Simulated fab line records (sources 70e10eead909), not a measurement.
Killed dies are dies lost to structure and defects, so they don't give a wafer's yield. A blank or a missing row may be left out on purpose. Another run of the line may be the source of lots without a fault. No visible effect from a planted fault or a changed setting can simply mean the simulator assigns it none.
Chamber matching    flow nand harc    4 sister chambers for NHARC_P_ZERO_WELL_DESCUM_26 on rie diel-05
The step chemistry O2, time 3 s. 4 wafers are shown with their chamber, then 7 later ones without.

== WAFERS WITH THEIR CHAMBER ==
wafer   chamber  drypump motor current A (A)
L846.6  0        6.0
L853.4  2        5.7
L855.3  1        4.9
L855.5  3        5.3

== WAFERS WITH NO CHAMBER GIVEN ==
wafer   drypump motor current A (A)
L855.6  5.7
L858.2  6.0
L858.3  5.0
L858.5  5.7
L859.2  6.0
L859.3  5.7
L859.4  5.3

== EACH ONE'S CHAMBER ==
wafer   from the rows above  in truth
L855.6  2                    2
L858.2  0                    0
L858.3  1                    1
L858.5  2                    2
L859.2  0                    0
L859.3  2                    2
L859.4  3                    3
Correct placement for 7 of the 7. From these rows, 0 cannot be placed. 0 placed wrongly.
How it was worked out, from the rows above alone: a wafer's distance from a chamber is the root of the sum, over the readings, of the square of ((its reading less the chamber's mean) divided by the reading's scatter). If the next closest chamber is less than 2 further off than the closest, the wafer can't be placed; otherwise it belongs to the closest. A chamber's mean is the mean of its shown wafers. The scatter: with one shown wafer a chamber, the root of the mean of the squares of how far each hidden wafer lies from its nearest shown one.
